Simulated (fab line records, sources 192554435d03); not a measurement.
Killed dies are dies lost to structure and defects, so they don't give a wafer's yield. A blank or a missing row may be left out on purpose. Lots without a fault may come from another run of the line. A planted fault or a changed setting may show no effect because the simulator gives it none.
Which tool did it? | flow n5_finfet | 10 lots, 30 wafers sampled, at 1 step of a route of 1938

WHAT THE GAUGES READ, wafer by wafer
N5_START_INSPECT_01: inspects for defects (unpatterned scan).
lot  | measured    | on                | raw_defect_count
L669 | day 2 00:02 | defect_inspect-02 | 4 3 4
L671 | day 2 12:02 | defect_inspect-02 | 5 4 3
L673 | day 3 00:02 | defect_inspect-02 | 4 9 7
L677 | day 4 00:02 | defect_inspect-01 | 5 1 6
L680 | day 4 18:02 | defect_inspect-02 | 9 9 8
L681 | day 5 00:02 | defect_inspect-02 | 4 6 11
L682 | day 5 06:02 | defect_inspect-02 | 5 2 4
L684 | day 5 18:02 | defect_inspect-01 | 4 7 5
L687 | day 6 12:02 | defect_inspect-01 | 5 7 7
L690 | day 7 06:02 | defect_inspect-02 | 3 12 1

WHICH TOOL RAN EACH LOT (tool, then ch and the chambers of the sampled wafers, then the start)
The record holds no process step before these readings.

THE ANSWER, worked out from the rows above alone
Rule: what is usual is taken from the lots themselves. Put in order of their means at a reading, lots are off if they are a third of the lots or fewer, leave a main group of 4 or more, and stand apart from it by a gap of 3 or more times the standard deviation of the main group's means; of several such gaps the widest counts. A main group whose means are all the same, to the digits that the tables above print for the reading, isn't used. A lot without any number at a reading at which 4 lots or more have one is off too. The other lots that the step has rows for count as sound.
No lot is off at any reading shown: from this, nothing can be told.

WHAT THE SIMULATOR HAD PUT IN
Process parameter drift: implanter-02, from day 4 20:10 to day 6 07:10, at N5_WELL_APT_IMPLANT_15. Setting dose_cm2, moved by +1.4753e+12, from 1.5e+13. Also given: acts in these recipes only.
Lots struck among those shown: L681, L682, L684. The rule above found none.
